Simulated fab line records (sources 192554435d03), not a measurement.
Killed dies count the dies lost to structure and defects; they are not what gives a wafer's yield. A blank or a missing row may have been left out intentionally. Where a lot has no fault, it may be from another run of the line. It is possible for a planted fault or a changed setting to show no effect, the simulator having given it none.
fab line records || flow n5-finfet
record: {"lots": 11, "wafers": 33, "last-day": 19}
route steps=1938 shown BEOL_M10@1525
lots untouched by any fault: they come from a run of this same line in which no faults occurred
start-h: start of the lot's first displayed wafer, in hours after the record's first day || wait-h: hours elapsed since this lot's preceding step || " same as the row above || L1.1+2: several wafers, shown together as one row || - value missing, or start not given || * or withheld: withheld || < > ~ a bound
route shown NAME@n: names a module that has steps shown in the file, with the first one's number in the route || usual: average and standard deviation across the fault-free wafers || same: alike in all rows || chamber/n: place in a boat || sites: the reading at each site || _std_site: standard deviation across them || _edge_site: the outer-site mean with the inner-site mean subtracted || radius-mm: how far each site lies from the wafer's centre || mask NAME#n: copy n || behind: the tool/chamber that last shaped the wafer || hold: why the lot was held/for how many hours/how that ended || device: which transistor (n, p or np) failed to switch || end of line: at the end of the route, the tests of the same wafers || a step given without rows: its recipe and nothing more || killed: not the wafer's yield, but the dies lost to structure and defects at the first sort || map: per-die view of a wafer (x killed, . not killed, _ where there is no die)
set.NAME: the run value of the setting; set.NAME@STEP: its run value at that earlier step || model.NAME: the simulator's own value behind a step, which no gauge read
steps of the route over a sample of lots; a table a step, a row a wafer
services: the hour from which a tool's chamber was out of use, counted from the record's first day as start-h (under 0 if before that day), plus the number of hours and why
== steps ==
step: N5_BEOL_M10_SURFACE_TREAT_76
recipe: {"gas": "Ar", "time-s": "*", "ion-energy-ev": "*", "ion-current-ma-cm2": 0.5, "pressure-mtorr": "*", "ar-flow-sccm": 30}
usual: {"throttle-valve-pct": "*"}
{"lot.wafer": "L903.2", "tool": "pvd-sputter-03", "chamber": "-", "start-h": 257.70, "wait-h": 0.2, "throttle-valve-pct": "*"}
{"lot.wafer": "L903.4", "tool": "pvd-sputter-03", "chamber": "-", "start-h": 257.70, "wait-h": 0.2, "throttle-valve-pct": "*"}
{"lot.wafer": "L903.6", "tool": "pvd-sputter-03", "chamber": "-", "start-h": 257.70, "wait-h": 0.2, "throttle-valve-pct": "*"}
{"lot.wafer": "L904.1", "tool": "pvd-sputter-02", "chamber": "-", "start-h": 280.08, "wait-h": 0.3, "throttle-valve-pct": "*"}
{"lot.wafer": "L904.2", "tool": "pvd-sputter-02", "chamber": "-", "start-h": 280.08, "wait-h": 0.3, "throttle-valve-pct": "*"}
{"lot.wafer": "L904.5", "tool": "pvd-sputter-02", "chamber": "-", "start-h": 280.08, "wait-h": 0.3, "throttle-valve-pct": "*"}
{"lot.wafer": "L906.2", "tool": "pvd-sputter-02", "chamber": "-", "start-h": 280.12, "wait-h": 0.2, "throttle-valve-pct": "*"}
{"lot.wafer": "L906.3", "tool": "pvd-sputter-02", "chamber": "-", "start-h": 280.12, "wait-h": 0.2, "throttle-valve-pct": "*"}
{"lot.wafer": "L906.5", "tool": "pvd-sputter-02", "chamber": "-", "start-h": 280.12, "wait-h": 0.2, "throttle-valve-pct": "*"}
{"lot.wafer": "L907.1", "tool": "pvd-sputter-02", "chamber": "-", "start-h": 286.86, "wait-h": 0.2, "throttle-valve-pct": "*"}
{"lot.wafer": "L907.2", "tool": "pvd-sputter-02", "chamber": "-", "start-h": 286.86, "wait-h": 0.2, "throttle-valve-pct": "*"}
{"lot.wafer": "L907.4", "tool": "pvd-sputter-02", "chamber": "-", "start-h": 286.86, "wait-h": 0.2, "throttle-valve-pct": "*"}
{"lot.wafer": "L909.2", "tool": "pvd-sputter-01", "chamber": "-", "start-h": 297.10, "wait-h": 0.2, "throttle-valve-pct": "*"}
{"lot.wafer": "L909.3", "tool": "pvd-sputter-01", "chamber": "-", "start-h": 297.10, "wait-h": 0.2, "throttle-valve-pct": "*"}
{"lot.wafer": "L909.5", "tool": "pvd-sputter-01", "chamber": "-", "start-h": 297.10, "wait-h": 0.2, "throttle-valve-pct": "*"}
{"lot.wafer": "L911.1", "tool": "pvd-sputter-03", "chamber": "-", "start-h": 309.94, "wait-h": 1.5, "throttle-valve-pct": "*"}
{"lot.wafer": "L911.3", "tool": "pvd-sputter-03", "chamber": "-", "start-h": 309.94, "wait-h": 1.5, "throttle-valve-pct": "*"}
{"lot.wafer": "L911.5", "tool": "pvd-sputter-03", "chamber": "-", "start-h": 309.94, "wait-h": 1.5, "throttle-valve-pct": "*"}
{"lot.wafer": "L918.1", "tool": "pvd-sputter-02", "chamber": "-", "start-h": 345.63, "wait-h": 0.2, "throttle-valve-pct": "*"}
{"lot.wafer": "L918.3", "tool": "pvd-sputter-02", "chamber": "-", "start-h": 345.63, "wait-h": 0.2, "throttle-valve-pct": "*"}
{"lot.wafer": "L918.6", "tool": "pvd-sputter-02", "chamber": "-", "start-h": 345.63, "wait-h": 0.2, "throttle-valve-pct": "*"}
{"lot.wafer": "L920.1", "tool": "pvd-sputter-03", "chamber": "-", "start-h": 358.05, "wait-h": 0.3, "throttle-valve-pct": "*"}
{"lot.wafer": "L920.5", "tool": "pvd-sputter-03", "chamber": "-", "start-h": 358.05, "wait-h": 0.3, "throttle-valve-pct": "*"}
{"lot.wafer": "L920.6", "tool": "pvd-sputter-03", "chamber": "-", "start-h": 358.05, "wait-h": 0.3, "throttle-valve-pct": "*"}
{"lot.wafer": "L921.2", "tool": "pvd-sputter-01", "chamber": "-", "start-h": 363.96, "wait-h": 0.2, "throttle-valve-pct": "*"}
{"lot.wafer": "L921.4", "tool": "pvd-sputter-01", "chamber": "-", "start-h": 363.96, "wait-h": 0.2, "throttle-valve-pct": "*"}
{"lot.wafer": "L921.6", "tool": "pvd-sputter-01", "chamber": "-", "start-h": 363.96, "wait-h": 0.2, "throttle-valve-pct": "*"}
{"lot.wafer": "L923.2", "tool": "pvd-sputter-02", "chamber": "-", "start-h": 376.77, "wait-h": 0.2, "throttle-valve-pct": "*"}
{"lot.wafer": "L923.5", "tool": "pvd-sputter-02", "chamber": "-", "start-h": 376.77, "wait-h": 0.2, "throttle-valve-pct": "*"}
{"lot.wafer": "L923.6", "tool": "pvd-sputter-02", "chamber": "-", "start-h": 376.77, "wait-h": 0.2, "throttle-valve-pct": "*"}
{"lot.wafer": "L925.2", "tool": "pvd-sputter-03", "chamber": "-", "start-h": 400.38, "wait-h": 0.2, "throttle-valve-pct": "*"}
{"lot.wafer": "L925.3", "tool": "pvd-sputter-03", "chamber": "-", "start-h": 400.38, "wait-h": 0.2, "throttle-valve-pct": "*"}
{"lot.wafer": "L925.5", "tool": "pvd-sputter-03", "chamber": "-", "start-h": 400.38, "wait-h": 0.2, "throttle-valve-pct": "*"}
step: N5_BEOL_M10_ECD_50
recipe: {"material": "Cu", "target-thk-a": 3180}
{"lot.wafer": "L903.2+4+6", "tool": "ecd-cu-02", "chamber": "1,1,0", "start-h": 258.34, "wait-h": 0.2}
{"lot.wafer": "L904.1+2+5", "tool": "ecd-cu-02", "chamber": "1,0,0", "start-h": 280.68, "wait-h": 0.1}
{"lot.wafer": "L906.2+3+5", "tool": "ecd-cu-01", "chamber": "1,0,0", "start-h": 280.76, "wait-h": 0.1}
{"lot.wafer": "L907.1+2+4", "tool": "ecd-cu-01", "chamber": "1,0,0", "start-h": 288.72, "wait-h": 0.1}
{"lot.wafer": "L909.2+3+5", "tool": "ecd-cu-01", "chamber": "1,0,1", "start-h": 297.48, "wait-h": 0.1}
{"lot.wafer": "L911.1+3+5", "tool": "ecd-cu-01", "chamber": "0,0,1", "start-h": 310.34, "wait-h": 0.1}
{"lot.wafer": "L918.1+3+6", "tool": "ecd-cu-02", "chamber": "0,0,1", "start-h": 346.19, "wait-h": 0.1}
{"lot.wafer": "L920.1+5+6", "tool": "ecd-cu-02", "chamber": "1,1,0", "start-h": 358.58, "wait-h": 0.1}
{"lot.wafer": "L921.2+4+6", "tool": "ecd-cu-02", "chamber": "0,0,1", "start-h": 364.37, "wait-h": 0.1}
{"lot.wafer": "L923.2+5+6", "tool": "ecd-cu-02", "chamber": "0,1,0", "start-h": 377.14, "wait-h": 0.1}
{"lot.wafer": "L925.2+3+5", "tool": "ecd-cu-01", "chamber": "1,1,0", "start-h": 400.69, "wait-h": 0.1}
step: N5_BEOL_M10_CMP_52
recipe: {"stop-on": "SiCOH_lowk", "t-overpolish-s": 7, "down-force-psi": 1, "platen-rpm": 50, "clearing-platen-down-force-psi": 1.5, "clearing-platen-rpm": 50, "post-cmp-clean": "cu-alkaline", "target-thk-nm": 140, "clearing-platen-pad-velocity-m-s": 0.99484, "pad-velocity-m-s": 0.99484}
usual: {"clearing-platen-rpm": "50.000/0.028", "motor-current-A": "6.1/0.38", "slurry-flow-ml-min": "150.1/0.47", "time-to-endpoint-s": "66.4/2.3"}
{"lot.wafer": "L903.4", "tool": "cmp-01", "chamber": 2, "start-h": 259.12, "wait-h": 0.2, "clearing-platen-rpm": 50.009, "motor-current-A": 5.6, "slurry-flow-ml-min": 150.5, "time-to-endpoint-s": 68.0}
{"lot.wafer": "L903.2", "tool": "cmp-01", "chamber": 3, "start-h": 259.12, "wait-h": 0.2, "clearing-platen-rpm": 50.028, "motor-current-A": 6.8, "slurry-flow-ml-min": 150.3, "time-to-endpoint-s": 69.3}
{"lot.wafer": "L903.6", "tool": "cmp-01", "chamber": 1, "start-h": 259.12, "wait-h": 0.2, "clearing-platen-rpm": 50.013, "motor-current-A": 6.5, "slurry-flow-ml-min": 150.4, "time-to-endpoint-s": 65.5}
{"lot.wafer": "L904.2", "tool": "cmp-02", "chamber": 0, "start-h": 281.12, "wait-h": 0.2, "clearing-platen-rpm": 49.986, "motor-current-A": 6.1, "slurry-flow-ml-min": 150.2, "time-to-endpoint-s": 60.6}
{"lot.wafer": "L904.1", "tool": "cmp-02", "chamber": 1, "start-h": 281.12, "wait-h": 0.2, "clearing-platen-rpm": 49.969, "motor-current-A": 5.8, "slurry-flow-ml-min": 149.9, "time-to-endpoint-s": 63.7}
{"lot.wafer": "L904.5", "tool": "cmp-02", "chamber": 0, "start-h": 281.12, "wait-h": 0.2, "clearing-platen-rpm": 49.964, "motor-current-A": 5.8, "slurry-flow-ml-min": 150.0, "time-to-endpoint-s": 61.2}
{"lot.wafer": "L906.2", "tool": "cmp-01", "chamber": 2, "start-h": 281.16, "wait-h": 0.2, "clearing-platen-rpm": 50.003, "motor-current-A": 5.8, "slurry-flow-ml-min": 150.1, "time-to-endpoint-s": 64.5}
{"lot.wafer": "L906.3", "tool": "cmp-01", "chamber": 3, "start-h": 281.16, "wait-h": 0.2, "clearing-platen-rpm": 49.990, "motor-current-A": 6.2, "slurry-flow-ml-min": 149.6, "time-to-endpoint-s": 64.2}
{"lot.wafer": "L906.5", "tool": "cmp-01", "chamber": 2, "start-h": 281.16, "wait-h": 0.2, "clearing-platen-rpm": 50.022, "motor-current-A": 5.6, "slurry-flow-ml-min": 149.9, "time-to-endpoint-s": 64.8}
{"lot.wafer": "L907.4", "tool": "cmp-02", "chamber": 3, "start-h": 289.41, "wait-h": 0.2, "clearing-platen-rpm": 50.005, "motor-current-A": 6.2, "slurry-flow-ml-min": 149.9, "time-to-endpoint-s": 67.1}
{"lot.wafer": "L907.1", "tool": "cmp-02", "chamber": 0, "start-h": 289.41, "wait-h": 0.2, "clearing-platen-rpm": 50.047, "motor-current-A": 6.3, "slurry-flow-ml-min": 149.2, "time-to-endpoint-s": 65.7}
{"lot.wafer": "L907.2", "tool": "cmp-02", "chamber": 1, "start-h": 289.41, "wait-h": 0.2, "clearing-platen-rpm": 49.991, "motor-current-A": 5.5, "slurry-flow-ml-min": 149.8, "time-to-endpoint-s": 69.4}
{"lot.wafer": "L909.2", "tool": "cmp-01", "chamber": 1, "start-h": 298.31, "wait-h": 0.2, "clearing-platen-rpm": 50.002, "motor-current-A": 6.6, "slurry-flow-ml-min": 150.3, "time-to-endpoint-s": 66.1}
{"lot.wafer": "L909.3", "tool": "cmp-01", "chamber": 2, "start-h": 298.31, "wait-h": 0.2, "clearing-platen-rpm": 49.939, "motor-current-A": 6.2, "slurry-flow-ml-min": 149.7, "time-to-endpoint-s": 68.3}
{"lot.wafer": "L909.5", "tool": "cmp-01", "chamber": 0, "start-h": 298.31, "wait-h": 0.2, "clearing-platen-rpm": 49.980, "motor-current-A": 6.0, "slurry-flow-ml-min": 149.9, "time-to-endpoint-s": 109.2}
{"lot.wafer": "L911.1", "tool": "cmp-02", "chamber": 2, "start-h": 310.79, "wait-h": 0.3, "clearing-platen-rpm": 49.973, "motor-current-A": 5.8, "slurry-flow-ml-min": 149.6, "time-to-endpoint-s": 63.5}
{"lot.wafer": "L911.3", "tool": "cmp-02", "chamber": 0, "start-h": 310.79, "wait-h": 0.3, "clearing-platen-rpm": 49.986, "motor-current-A": 6.1, "slurry-flow-ml-min": 150.0, "time-to-endpoint-s": 64.5}
{"lot.wafer": "L911.5", "tool": "cmp-02", "chamber": 1, "start-h": 310.79, "wait-h": 0.3, "clearing-platen-rpm": 49.983, "motor-current-A": 5.7, "slurry-flow-ml-min": 149.0, "time-to-endpoint-s": 106.7}
{"lot.wafer": "L918.3", "tool": "cmp-04", "chamber": 0, "start-h": 347.24, "wait-h": 0.2, "clearing-platen-rpm": 49.972, "motor-current-A": 6.4, "slurry-flow-ml-min": 149.7, "time-to-endpoint-s": 69.5}
{"lot.wafer": "L918.1", "tool": "cmp-04", "chamber": 2, "start-h": 347.24, "wait-h": 0.2, "clearing-platen-rpm": 50.015, "motor-current-A": 5.2, "slurry-flow-ml-min": 149.6, "time-to-endpoint-s": 67.1}
{"lot.wafer": "L918.6", "tool": "cmp-04", "chamber": 0, "start-h": 347.24, "wait-h": 0.2, "clearing-platen-rpm": 49.954, "motor-current-A": 6.5, "slurry-flow-ml-min": 150.7, "time-to-endpoint-s": 67.9}
{"lot.wafer": "L920.1", "tool": "cmp-01", "chamber": 3, "start-h": 359.44, "wait-h": 0.3, "clearing-platen-rpm": 49.989, "motor-current-A": 6.6, "slurry-flow-ml-min": 150.2, "time-to-endpoint-s": 67.5}
{"lot.wafer": "L920.5", "tool": "cmp-01", "chamber": 3, "start-h": 359.44, "wait-h": 0.3, "clearing-platen-rpm": 50.031, "motor-current-A": 6.6, "slurry-flow-ml-min": 150.3, "time-to-endpoint-s": 66.8}
{"lot.wafer": "L920.6", "tool": "cmp-01", "chamber": 0, "start-h": 359.44, "wait-h": 0.3, "clearing-platen-rpm": 50.006, "motor-current-A": 6.1, "slurry-flow-ml-min": 149.6, "time-to-endpoint-s": 67.6}
{"lot.wafer": "L921.2", "tool": "cmp-04", "chamber": 1, "start-h": 365.16, "wait-h": 0.2, "clearing-platen-rpm": 49.962, "motor-current-A": 5.8, "slurry-flow-ml-min": 149.5, "time-to-endpoint-s": 65.4}
{"lot.wafer": "L921.4", "tool": "cmp-04", "chamber": 3, "start-h": 365.16, "wait-h": 0.2, "clearing-platen-rpm": 50.009, "motor-current-A": 6.8, "slurry-flow-ml-min": 150.7, "time-to-endpoint-s": 66.2}
{"lot.wafer": "L921.6", "tool": "cmp-04", "chamber": 1, "start-h": 365.16, "wait-h": 0.2, "clearing-platen-rpm": 49.977, "motor-current-A": 6.6, "slurry-flow-ml-min": 149.5, "time-to-endpoint-s": 66.5}
{"lot.wafer": "L923.2", "tool": "cmp-04", "chamber": 0, "start-h": 377.59, "wait-h": 0.2, "clearing-platen-rpm": 49.968, "motor-current-A": 6.1, "slurry-flow-ml-min": 149.9, "time-to-endpoint-s": 69.7}
{"lot.wafer": "L923.6", "tool": "cmp-04", "chamber": 3, "start-h": 377.59, "wait-h": 0.2, "clearing-platen-rpm": 49.975, "motor-current-A": 6.3, "slurry-flow-ml-min": 149.8, "time-to-endpoint-s": 64.2}
{"lot.wafer": "L923.5", "tool": "cmp-04", "chamber": 0, "start-h": 377.59, "wait-h": 0.2, "clearing-platen-rpm": 49.982, "motor-current-A": 6.7, "slurry-flow-ml-min": 149.3, "time-to-endpoint-s": 67.5}
{"lot.wafer": "L925.2", "tool": "cmp-02", "chamber": 2, "start-h": 401.57, "wait-h": 0.2, "clearing-platen-rpm": 49.985, "motor-current-A": 6.3, "slurry-flow-ml-min": 150.1, "time-to-endpoint-s": 66.1}
{"lot.wafer": "L925.3", "tool": "cmp-02", "chamber": 0, "start-h": 401.57, "wait-h": 0.2, "clearing-platen-rpm": 50.037, "motor-current-A": 6.2, "slurry-flow-ml-min": 151.0, "time-to-endpoint-s": 65.0}
{"lot.wafer": "L925.5", "tool": "cmp-02", "chamber": 3, "start-h": 401.57, "wait-h": 0.2, "clearing-platen-rpm": 50.038, "motor-current-A": 6.2, "slurry-flow-ml-min": 150.6, "time-to-endpoint-s": 67.6}
step: N5_BEOL_M10_THK_MEAS_53
recipe: {"thk-meas-gauge": "xrf", "reads": "Cu_of_BEOL_M10_ECD_50"}
usual: {"M10_THK": "140.1/2.4"}
{"lot.wafer": "L903.2", "tool": "film-metro-02", "chamber": "-", "start-h": 259.38, "wait-h": "-", "M10_THK[nm]": 139.2}
{"lot.wafer": "L903.4", "tool": "film-metro-02", "chamber": "-", "start-h": 259.38, "wait-h": "-", "M10_THK[nm]": 139.2}
{"lot.wafer": "L903.6", "tool": "film-metro-02", "chamber": "-", "start-h": 259.38, "wait-h": "-", "M10_THK[nm]": 137.5}
{"lot.wafer": "L904.1", "tool": "film-metro-02", "chamber": "-", "start-h": 281.38, "wait-h": "-", "M10_THK[nm]": 142.6}
{"lot.wafer": "L904.2", "tool": "film-metro-02", "chamber": "-", "start-h": 281.38, "wait-h": "-", "M10_THK[nm]": 138.7}
{"lot.wafer": "L904.5", "tool": "film-metro-02", "chamber": "-", "start-h": 281.38, "wait-h": "-", "M10_THK[nm]": 142.9}
{"lot.wafer": "L906.2", "tool": "film-metro-02", "chamber": "-", "start-h": 281.46, "wait-h": "-", "M10_THK[nm]": 144.0}
{"lot.wafer": "L906.3", "tool": "film-metro-02", "chamber": "-", "start-h": 281.46, "wait-h": "-", "M10_THK[nm]": 141.5}
{"lot.wafer": "L906.5", "tool": "film-metro-02", "chamber": "-", "start-h": 281.46, "wait-h": "-", "M10_THK[nm]": 139.7}
{"lot.wafer": "L907.1", "tool": "film-metro-02", "chamber": "-", "start-h": 289.71, "wait-h": "-", "M10_THK[nm]": 137.0}
{"lot.wafer": "L907.2", "tool": "film-metro-02", "chamber": "-", "start-h": 289.71, "wait-h": "-", "M10_THK[nm]": 139.1}
{"lot.wafer": "L907.4", "tool": "film-metro-02", "chamber": "-", "start-h": 289.71, "wait-h": "-", "M10_THK[nm]": 136.5}
{"lot.wafer": "L909.2", "tool": "film-metro-01", "chamber": "-", "start-h": 298.57, "wait-h": "-", "M10_THK[nm]": 140.8}
{"lot.wafer": "L909.3", "tool": "film-metro-01", "chamber": "-", "start-h": 298.57, "wait-h": "-", "M10_THK[nm]": 140.8}
{"lot.wafer": "L909.5", "tool": "film-metro-01", "chamber": "-", "start-h": 298.57, "wait-h": "-", "M10_THK[nm]": 140.7}
{"lot.wafer": "L911.1", "tool": "film-metro-01", "chamber": "-", "start-h": 311.04, "wait-h": "-", "M10_THK[nm]": 140.5}
{"lot.wafer": "L911.3", "tool": "film-metro-01", "chamber": "-", "start-h": 311.04, "wait-h": "-", "M10_THK[nm]": 140.9}
{"lot.wafer": "L911.5", "tool": "film-metro-01", "chamber": "-", "start-h": 311.04, "wait-h": "-", "M10_THK[nm]": 142.0}
{"lot.wafer": "L918.1", "tool": "film-metro-02", "chamber": "-", "start-h": 347.49, "wait-h": "-", "M10_THK[nm]": 142.9}
{"lot.wafer": "L918.3", "tool": "film-metro-02", "chamber": "-", "start-h": 347.49, "wait-h": "-", "M10_THK[nm]": 141.2}
{"lot.wafer": "L918.6", "tool": "film-metro-02", "chamber": "-", "start-h": 347.49, "wait-h": "-", "M10_THK[nm]": 141.1}
{"lot.wafer": "L920.1", "tool": "film-metro-02", "chamber": "-", "start-h": 359.74, "wait-h": "-", "M10_THK[nm]": 139.4}
{"lot.wafer": "L920.5", "tool": "film-metro-02", "chamber": "-", "start-h": 359.74, "wait-h": "-", "M10_THK[nm]": 140.2}
{"lot.wafer": "L920.6", "tool": "film-metro-02", "chamber": "-", "start-h": 359.74, "wait-h": "-", "M10_THK[nm]": 140.5}
{"lot.wafer": "L921.2", "tool": "film-metro-01", "chamber": "-", "start-h": 365.45, "wait-h": "-", "M10_THK[nm]": 137.3}
{"lot.wafer": "L921.4", "tool": "film-metro-01", "chamber": "-", "start-h": 365.45, "wait-h": "-", "M10_THK[nm]": 140.7}
{"lot.wafer": "L921.6", "tool": "film-metro-01", "chamber": "-", "start-h": 365.45, "wait-h": "-", "M10_THK[nm]": 141.3}
{"lot.wafer": "L923.2", "tool": "film-metro-01", "chamber": "-", "start-h": 377.85, "wait-h": "-", "M10_THK[nm]": 139.9}
{"lot.wafer": "L923.5", "tool": "film-metro-01", "chamber": "-", "start-h": 377.85, "wait-h": "-", "M10_THK[nm]": 140.8}
{"lot.wafer": "L923.6", "tool": "film-metro-01", "chamber": "-", "start-h": 377.85, "wait-h": "-", "M10_THK[nm]": 138.0}
{"lot.wafer": "L925.2", "tool": "film-metro-02", "chamber": "-", "start-h": 401.86, "wait-h": "-", "M10_THK[nm]": 139.7}
{"lot.wafer": "L925.3", "tool": "film-metro-02", "chamber": "-", "start-h": 401.86, "wait-h": "-", "M10_THK[nm]": 138.2}
{"lot.wafer": "L925.5", "tool": "film-metro-02", "chamber": "-", "start-h": 401.86, "wait-h": "-", "M10_THK[nm]": 139.5}
step: N5_BEOL_M10_RS_MEAS_57
recipe: {"thk-meas-gauge": "four-point-probe", "reads": "Cu_of_BEOL_M10_ECD_50+Co_of_BEOL_M10_CVD_75+TaN_of_BEOL_M10_ALD_74"}
usual: {"M10_RS": "0.1515/0.0026"}
{"lot.wafer": "L903.2", "tool": "film-metro-02", "chamber": "-", "start-h": 259.51, "wait-h": 0.1, "M10_RS[ohm/sq]": 0.1500}
{"lot.wafer": "L903.4", "tool": "film-metro-02", "chamber": "-", "start-h": 259.51, "wait-h": 0.1, "M10_RS[ohm/sq]": 0.1500}
{"lot.wafer": "L903.6", "tool": "film-metro-02", "chamber": "-", "start-h": 259.51, "wait-h": 0.1, "M10_RS[ohm/sq]": 0.1524}
{"lot.wafer": "L904.1", "tool": "film-metro-01", "chamber": "-", "start-h": 281.52, "wait-h": 0.1, "M10_RS[ohm/sq]": 0.1488}
{"lot.wafer": "L904.2", "tool": "film-metro-01", "chamber": "-", "start-h": 281.52, "wait-h": 0.1, "M10_RS[ohm/sq]": 0.1524}
{"lot.wafer": "L904.5", "tool": "film-metro-01", "chamber": "-", "start-h": 281.52, "wait-h": 0.1, "M10_RS[ohm/sq]": 0.1485}
{"lot.wafer": "L906.2", "tool": "film-metro-02", "chamber": "-", "start-h": 281.60, "wait-h": 0.1, "M10_RS[ohm/sq]": 0.1479}
{"lot.wafer": "L906.3", "tool": "film-metro-02", "chamber": "-", "start-h": 281.60, "wait-h": 0.1, "M10_RS[ohm/sq]": 0.1512}
{"lot.wafer": "L906.5", "tool": "film-metro-02", "chamber": "-", "start-h": 281.60, "wait-h": 0.1, "M10_RS[ohm/sq]": 0.1529}
{"lot.wafer": "L907.1", "tool": "film-metro-02", "chamber": "-", "start-h": 289.85, "wait-h": 0.1, "M10_RS[ohm/sq]": 0.1546}
{"lot.wafer": "L907.2", "tool": "film-metro-02", "chamber": "-", "start-h": 289.85, "wait-h": 0.1, "M10_RS[ohm/sq]": 0.1522}
{"lot.wafer": "L907.4", "tool": "film-metro-02", "chamber": "-", "start-h": 289.85, "wait-h": 0.1, "M10_RS[ohm/sq]": 0.1555}
{"lot.wafer": "L909.2", "tool": "film-metro-01", "chamber": "-", "start-h": 298.70, "wait-h": 0.1, "M10_RS[ohm/sq]": 0.1516}
{"lot.wafer": "L909.3", "tool": "film-metro-01", "chamber": "-", "start-h": 298.70, "wait-h": 0.1, "M10_RS[ohm/sq]": 0.1512}
{"lot.wafer": "L909.5", "tool": "film-metro-01", "chamber": "-", "start-h": 298.70, "wait-h": 0.1, "M10_RS[ohm/sq]": 0.1519}
{"lot.wafer": "L911.1", "tool": "film-metro-02", "chamber": "-", "start-h": 311.18, "wait-h": 0.1, "M10_RS[ohm/sq]": 0.1519}
{"lot.wafer": "L911.3", "tool": "film-metro-02", "chamber": "-", "start-h": 311.18, "wait-h": 0.1, "M10_RS[ohm/sq]": 0.1519}
{"lot.wafer": "L911.5", "tool": "film-metro-02", "chamber": "-", "start-h": 311.18, "wait-h": 0.1, "M10_RS[ohm/sq]": 0.1497}
{"lot.wafer": "L918.1", "tool": "film-metro-02", "chamber": "-", "start-h": 347.63, "wait-h": 0.1, "M10_RS[ohm/sq]": 0.1489}
{"lot.wafer": "L918.3", "tool": "film-metro-02", "chamber": "-", "start-h": 347.63, "wait-h": 0.1, "M10_RS[ohm/sq]": 0.1504}
{"lot.wafer": "L918.6", "tool": "film-metro-02", "chamber": "-", "start-h": 347.63, "wait-h": 0.1, "M10_RS[ohm/sq]": 0.1505}
{"lot.wafer": "L920.1", "tool": "film-metro-02", "chamber": "-", "start-h": 359.87, "wait-h": 0.1, "M10_RS[ohm/sq]": 0.1530}
{"lot.wafer": "L920.5", "tool": "film-metro-02", "chamber": "-", "start-h": 359.87, "wait-h": 0.1, "M10_RS[ohm/sq]": 0.1525}
{"lot.wafer": "L920.6", "tool": "film-metro-02", "chamber": "-", "start-h": 359.87, "wait-h": 0.1, "M10_RS[ohm/sq]": 0.1527}
{"lot.wafer": "L921.2", "tool": "film-metro-02", "chamber": "-", "start-h": 365.59, "wait-h": 0.1, "M10_RS[ohm/sq]": 0.1553}
{"lot.wafer": "L921.4", "tool": "film-metro-02", "chamber": "-", "start-h": 365.59, "wait-h": 0.1, "M10_RS[ohm/sq]": 0.1514}
{"lot.wafer": "L921.6", "tool": "film-metro-02", "chamber": "-", "start-h": 365.59, "wait-h": 0.1, "M10_RS[ohm/sq]": 0.1511}
{"lot.wafer": "L923.2", "tool": "film-metro-02", "chamber": "-", "start-h": 377.98, "wait-h": 0.1, "M10_RS[ohm/sq]": 0.1521}
{"lot.wafer": "L923.5", "tool": "film-metro-02", "chamber": "-", "start-h": 377.98, "wait-h": 0.1, "M10_RS[ohm/sq]": 0.1510}
{"lot.wafer": "L923.6", "tool": "film-metro-02", "chamber": "-", "start-h": 377.98, "wait-h": 0.1, "M10_RS[ohm/sq]": 0.1543}
{"lot.wafer": "L925.2", "tool": "film-metro-01", "chamber": "-", "start-h": 402.03, "wait-h": 0.1, "M10_RS[ohm/sq]": 0.1534}
{"lot.wafer": "L925.3", "tool": "film-metro-01", "chamber": "-", "start-h": 402.03, "wait-h": 0.1, "M10_RS[ohm/sq]": 0.1546}
{"lot.wafer": "L925.5", "tool": "film-metro-01", "chamber": "-", "start-h": 402.03, "wait-h": 0.1, "M10_RS[ohm/sq]": 0.1522}
== services ==
{"tool": "cmp-02", "chamber": "-", "start-h": 238.51, "hours": 0.8, "kind": "repair"}
{"tool": "cmp-01", "chamber": "-", "start-h": 240.79, "hours": 0.9, "kind": "repair"}
{"tool": "ecd-cu-01", "chamber": "-", "start-h": 252.06, "hours": 7.3, "kind": "pm"}
{"tool": "cmp-04", "chamber": "-", "start-h": 257.06, "hours": 1.3, "kind": "repair"}
{"tool": "cmp-02", "chamber": "-", "start-h": 283.74, "hours": 4.0, "kind": "pm"}
{"tool": "pvd-sputter-01", "chamber": "-", "start-h": 283.92, "hours": 0.7, "kind": "repair"}
{"tool": "cmp-02", "chamber": "-", "start-h": 287.74, "hours": "-", "kind": "consumable-replace:conditioner"}
{"tool": "cmp-02", "chamber": "-", "start-h": 287.74, "hours": "-", "kind": "consumable-replace:pad"}
{"tool": "cmp-01", "chamber": "-", "start-h": 298.50, "hours": 4.0, "kind": "pm"}
{"tool": "cmp-01", "chamber": "-", "start-h": 302.50, "hours": "-", "kind": "consumable-replace:conditioner"}
{"tool": "cmp-01", "chamber": "-", "start-h": 302.50, "hours": "-", "kind": "consumable-replace:pad"}
{"tool": "cmp-01", "chamber": "-", "start-h": 304.50, "hours": 4.9, "kind": "pm"}
{"tool": "ecd-cu-02", "chamber": "-", "start-h": 332.17, "hours": 1.5, "kind": "repair"}
{"tool": "pvd-sputter-02", "chamber": "-", "start-h": 359.51, "hours": 2.0, "kind": "repair"}
{"tool": "cmp-04", "chamber": "-", "start-h": 365.41, "hours": 1.9, "kind": "repair"}
{"tool": "cmp-04", "chamber": "-", "start-h": 368.28, "hours": 0.4, "kind": "repair"}
{"tool": "cmp-04", "chamber": "-", "start-h": 393.82, "hours": 4.0, "kind": "pm"}
== key ==
first-sign: {"step": "N5_BEOL_M10_CMP_52", "reading": "time-to-endpoint-s", "direction": "up", "sigmas": 18, "usual": "*", "struck": "*"}
effect none on later readings
met-at N5_BEOL_M10_ECD_50
struck-lots L909,L911
struck-wafers L909.5,L911.5
not-acting-at N5_BEOL_M10_SURFACE_TREAT_76,N5_BEOL_M10_THK_MEAS_53,N5_BEOL_M10_RS_MEAS_57
onset-between 288.72 297.48
fault: {"kind": "process-parameter-drift", "tool": "ecd-cu-01", "chamber": "-", "onset-h": 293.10, "steps": "N5_BEOL_M10_ECD_50", "channel": "target-thk-a", "offset": "*", "shape": "step", "end-h": 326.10, "scope": "struck-wafers-only", "acts-in": "*", "stated": "*"}
